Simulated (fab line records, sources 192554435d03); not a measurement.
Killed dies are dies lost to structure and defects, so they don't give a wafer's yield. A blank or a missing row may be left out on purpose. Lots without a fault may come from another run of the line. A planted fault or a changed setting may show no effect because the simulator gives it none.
Chamber matching | flow n5_finfet | N5_BEOL_M9_ETCH_61 on rie_diel-04: 4 sister chambers
The step etches SiARC in CF4, target depth 39 nm, time 65 s. 4 wafers are shown with their chamber, then 7 later ones without.

WAFERS WITH THEIR CHAMBER
wafer  | chamber | drypump_motor_current_A (A)
L083.5 | 2       | 6.3
L086.4 | 3       | 6.0
L089.4 | 0       | 5.1
L089.5 | 1       | 5.0

WAFERS WITHOUT THEIR CHAMBER
wafer  | drypump_motor_current_A (A)
L089.6 | 6.1
L094.1 | 6.3
L094.2 | 6.1
L094.6 | 6.3
L091.1 | 6.1
L091.4 | 6.2
L091.5 | 5.0

WHICH CHAMBER EACH WENT THROUGH
wafer  | from the rows above     | in truth
L089.6 | can't be placed: 3 or 2 | 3
L094.1 | 2                       | 2
L094.2 | can't be placed: 3 or 2 | 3
L094.6 | 2                       | 2
L091.1 | can't be placed: 3 or 2 | 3
L091.4 | can't be placed: 2 or 3 | 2
L091.5 | can't be placed: 1 or 0 | 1
Placed correctly: 2 of 7. Can't be placed from these rows: 5 (the true chamber is among the candidates in 5). Placed wrongly: 0.
How it was worked out, from the rows above alone: a wafer's distance from a chamber is the root of the sum, over the readings, of the square of ((its reading less the chamber's mean) divided by the reading's scatter). The wafer belongs to the nearest chamber; if the next one is less than 2 further off, it can't be placed. A chamber's mean is the mean of its shown wafers. The scatter: with one shown wafer a chamber, the root of the mean of the squares of how far each hidden wafer lies from its nearest shown one.
